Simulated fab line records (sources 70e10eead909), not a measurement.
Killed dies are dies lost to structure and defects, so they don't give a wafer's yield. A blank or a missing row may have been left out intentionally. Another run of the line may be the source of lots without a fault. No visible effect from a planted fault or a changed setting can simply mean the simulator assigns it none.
What tool caused it? | flow nand-harc | 12 lots (35 wafers sampled), 1 step of a 1159-step route

## WHAT THE GAUGES SHOWED, per wafer
NHARC_A_M1_CD_MEAS_09: target cd 120 nm. Usual: cd-nm at 120.1 nm, with a standard deviation of 0.66.
lot  | measured     | on        | cd-nm (nm)        | flag
L419 | day 18 01:13 | cd-sem-01 | 119.8 119.6 120.2 |
L422 | day 18 12:47 | cd-sem-02 | 119.5 120.7 119.9 |
L420 | day 18 12:56 | cd-sem-02 | 119.1 120.2 119.8 |
L423 | day 18 16:15 | cd-sem-02 | 120.1 119.7 120.3 |
L421 | day 18 16:59 | cd-sem-02 | 119.1 120.2 119.6 |
L424 | day 19 13:45 | cd-sem-03 | 120.4 120.5 120.1 |
L425 | day 19 14:39 | cd-sem-02 | 119.2 120.0 120.2 |
L426 | day 19 18:14 | cd-sem-03 | 120.1 119.9 119.3 |
L427 | day 19 20:23 | cd-sem-01 | 119.9 120.3       |
L438 | day 21 21:46 | cd-sem-02 | 119.4 120.7 121.0 |
L439 | day 22 18:23 | cd-sem-03 | 119.6 120.1 119.8 |
L441 | day 22 18:55 | cd-sem-03 | 120.3 120.7 120.2 |

## WHAT TOOL EACH LOT RAN ON (gives the tool, then ch and the chambers of the sampled wafers, and finally the start)
Record: no process step prior to these readings.

## WHAT THE TOOLS THEMSELVES READ (means of the sampled wafers that have a number; where no wafer has one, the mark that the record gives instead)
The record holds no such reading with a usual standard deviation.

## THE ANSWER, worked out from the rows above alone
Rule: a lot counts as off when the mean over its wafers that have a number is more than 3 standard deviations away from the usual mean. A lot without any number at a reading at which 4 lots or more have one is off too. Any other lot the step has rows for is counted as sound. After the gauges, taken in route order, come the tools' own readings; for these a lot's mean is taken, as printed above. The first step at which some lot is off is used, and at that step the reading that is off furthest; a lot without a number counts as furthest.
Nothing can be told from this: no lot is off at any reading shown.

## WHAT WAS PUT IN BY THE SIMULATOR
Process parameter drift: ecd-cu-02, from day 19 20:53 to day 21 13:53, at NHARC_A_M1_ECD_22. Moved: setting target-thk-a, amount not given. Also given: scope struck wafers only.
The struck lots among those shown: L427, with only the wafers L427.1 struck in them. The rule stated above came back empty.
